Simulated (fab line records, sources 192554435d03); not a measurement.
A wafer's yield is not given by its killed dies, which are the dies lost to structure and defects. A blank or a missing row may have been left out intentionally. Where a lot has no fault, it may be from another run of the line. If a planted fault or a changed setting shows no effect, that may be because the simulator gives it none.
2 desks looking at one fault	flow n5 finfet	only its own numbers are on each desk; what lay behind them is given at the end

AT THE METROLOGY DESK
What the gauges read for every lot (on any tool): the sampled wafers with a number, averaged. If a lot's mean is further than 4 standard deviations from the usual mean, the lot is out of limits and carries the mark OUT (the distance appears in the brackets). Shown here are 7 of its 10 readings, the ones lying furthest out on some lot.
Columns: A = DIBL_N at N5_BEOL_M4_RC_MEAS_101, usual 36.3 mV/V; B = DIBL_P at N5_BEOL_M4_RC_MEAS_101, usual 36.3 mV/V; C = IOFF_N at N5_BEOL_M4_RC_MEAS_101, usual 0.16 nA/um; D = IOFF_P at N5_BEOL_M4_RC_MEAS_101, usual 0.21 nA/um; E = SS_N at N5_BEOL_M4_RC_MEAS_101, usual 71.6 mV/dec; F = SS_P at N5_BEOL_M4_RC_MEAS_101, usual 73.3 mV/dec; G = VT_N at N5_BEOL_M4_RC_MEAS_101, usual 250 mV
lot	first seen here	A	B	C	D	E	F	G
L393	day 8 00:26	36.3	34.9	0.14	0.20	71.6	72.7	251
L395	day 8 07:41	32.4	31.6	0.10	0.15	70.0	72.0	257
L396	day 8 16:58	33.8	32.7	0.12	0.15	70.9	72.9	254
L398	day 9 05:11	37.0	35.9	0.17	0.19	72.2	73.8	251
L405	day 11 20:07	38.5	37.3	0.16	0.21	72.0	73.3	250
L406	day 11 21:34	36.9	39.0	0.19	0.24	72.3	73.9	249
L414	day 14 05:52	38.4	38.6	0.21	0.25	72.3	74.3	245
L411	day 14 07:01	36.8	37.4	0.20	0.23	71.8	74.1	247
L416	day 14 14:23	36.7	37.0	0.19	0.22	71.9	73.0	246
This desk's verdict: no lot among the 9 shows anything out of limits.

THE TOOL OWNER'S DESK: rie diel-06
The tool's own readings at N5_BEOL_M4_ETCH_64 (etches SOC in N2/H2, target depth 75 nm, overetch 22.5 nm, time 121.9 s): means of the sampled wafers that have a number, for each lot that ran on this tool. If a lot's mean is further than 4 standard deviations from the usual mean, the lot is out of limits and carries the mark OUT (the distance appears in the brackets).
Columns: A = bias w at N5_BEOL_M4_ETCH_64, usual 150.0 W; B = drypump motor current A at N5_BEOL_M4_ETCH_64, usual 5.7 A; C = oes product au at N5_BEOL_M4_ETCH_64, usual 0.55 a.u.; D = rf vpp V at N5_BEOL_M4_ETCH_64, usual 522.9 V; E = showerhead plenum p Torr at N5_BEOL_M4_ETCH_64, usual 2.51 Torr; F = throttle valve pct at N5_BEOL_M4_ETCH_64, usual 17.9 %
lot	first seen here	A	B	C	D	E	F
L393	day 7 13:14	150.2	5.1	0.54	523.2	2.50	18.0
L398	day 8 13:24	150.2	5.4	0.53	521.9	2.48	18.2
L405	day 10 13:47	149.9	5.6	0.53	520.2	2.41	18.2
L411	day 13 05:24	119.3 (-68) OUT	5.2	0.53	451.3 (-29) OUT	2.42	17.8
L414	day 13 12:26	120.3 (-66) OUT	5.3	0.53	451.1 (-29) OUT	2.41	18.0
Finding of this desk: L411, L414 out of limits; the first was L411 at day 13 05:24, on bias w at N5_BEOL_M4_ETCH_64. L393, L398, L405 stayed within limits.

ALL TOGETHER
The tool owner's desk had the chance to raise an alarm at day 13 05:24 on L411, L414.
From the metrology desk's view, nothing was out of limits.
The metrology desk holds a record of L411, L414, inside its limits.
N5_BEOL_M4_ETCH_64 was run on rie diel-06 by each of the lots named.

WHAT THE SIMULATOR HAD INSERTED
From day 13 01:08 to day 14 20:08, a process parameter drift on rie diel-06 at N5_BEOL_M4_ETCH_64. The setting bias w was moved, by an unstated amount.
Shown lots that were struck: L411, L414.
Hours from the fault's start to each desk's first reading out of limits: the tool owner's desk, 4.
